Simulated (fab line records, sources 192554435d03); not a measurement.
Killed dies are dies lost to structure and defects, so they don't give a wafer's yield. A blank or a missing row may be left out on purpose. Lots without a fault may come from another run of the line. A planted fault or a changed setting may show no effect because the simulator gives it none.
Split-lot experiment | flow n5_finfet | 7 lots, 21 wafers read, on a route of 1938 steps

THE SPLIT
At N5_BEOL_M13_EXPOSE_07 (exposes mask V12), the setting dose_mj was moved away from the recipe's 24.8 on 5 of the 21 wafers read, by -4.5% to +5.7%. The other wafers ran this setting at the recipe's value.

FROM THE SPLIT TO THE READING: what the file shows between them, 5 steps
- N5_BEOL_M13_ETCH_59: etches BARC in N2/H2, target depth 89 nm, overetch 26.7 nm, time 67.9 s (also split here: time_s)
- N5_BEOL_M13_VIA_ETCH_16: etches SiOC in C4F8/O2/Ar, target depth 921.7 nm
- N5_BEOL_M13_STRIP_63: strips in N2/H2
- N5_BEOL_M13_STRIP_71: strips in post etch residue remover, time 60 s
- N5_BEOL_M13_SRD_72: time 30 s, dry time 30 s

THE READING
cd_nm, in nm, at N5_BEOL_M13_CD_MEAS_17 (target cd 190 nm). Fault-free wafers of this fab line usually give 189.0 nm, standard deviation 1.9 nm.

wafer  | tool, chamber at the split | dose_mj as run | against the recipe | cd_nm, nm | against lot-mates on the recipe
L078.1 | krf_scanner-02, 0          | 24.8           | recipe             | 191.1     | -
L078.2 | krf_scanner-02, 0          | 23.69          | -4.5%              | 185.7     | -5.4
L078.4 | krf_scanner-02, 0          | 23.69          | -4.5%              | 182.7     | -8.4
L082.1 | krf_scanner-01, 0          | 24.8           | recipe             | 189.8     | -
L082.2 | krf_scanner-01, 0          | 24.8           | recipe             | 187.3     | -
L082.5 | krf_scanner-01, 0          | 24.8           | recipe             | 187.5     | -
L084.2 | krf_scanner-01, 0          | 26.21          | +5.7%              | 194.9     | +4.2
L084.3 | krf_scanner-01, 0          | 26.21          | +5.7%              | 195.6     | +4.9
L084.6 | krf_scanner-01, 0          | 24.8           | recipe             | 190.7     | -
L089.2 | krf_scanner-02, 0          | 24.8           | recipe             | 187.8     | -
L089.4 | krf_scanner-02, 0          | 24.8           | recipe             | 186.1     | -
L089.6 | krf_scanner-02, 0          | 26.2           | +5.6%              | 193.8     | +6.9
L091.3 | krf_scanner-01, 0          | 24.8           | recipe             | 186.6     | -
L091.5 | krf_scanner-01, 0          | 24.8           | recipe             | 185.6     | -
L091.6 | krf_scanner-01, 0          | 24.8           | recipe             | 184.9     | -
L094.1 | krf_scanner-02, 0          | 24.8           | recipe             | 190.1     | -
L094.4 | krf_scanner-02, 0          | 24.8           | recipe             | 187.5     | -
L094.5 | krf_scanner-02, 0          | 24.8           | recipe             | 189.0     | -
L095.3 | krf_scanner-02, 0          | 24.8           | recipe             | 188.2     | -
L095.4 | krf_scanner-02, 0          | 24.8           | recipe             | 188.2     | -
L095.5 | krf_scanner-02, 0          | 24.8           | recipe             | 189.0     | -

THE FIT
A straight line over all 21 wafers: cd_nm changes by +1.08 nm for each +1% of dose_mj; r = +0.86; the points scatter about the line by 1.7 nm.
The same after taking each lot's own level away (the mean of its wafers on the recipe; 21 wafers): +1.13 nm for each +1%; r = +0.93; scatter 1.2 nm.
On that fit, the largest move of dose_mj shifts the reading by 6.4 nm.
The lots' own levels span 185.70 to 191.10 nm, that is 2.8 times the standard deviation above.
So the lot-to-lot level changes the slope little: the two slopes agree.
Check: with one of the wafers moved furthest among these (+5.7%) left out of the fit, the line predicts +6.78 nm for it against its lot-mates. It came out at +4.2 nm against them.

OTHER SPLITS ON THESE WAFERS
These wafers also went through other splits before the reading. Each is held against what the fit with the lots' levels taken away leaves over:
other split on the same wafers | wafers away from the commonest value | r with cd_nm (lot level and that fit taken away)
N5_BEOL_M13_ETCH_59 time_s     | 5                                    | +0.28

THE FILE'S OWN FIT
cd_nm changes by +1.13 nm for each +1% of dose_mj, r = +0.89.
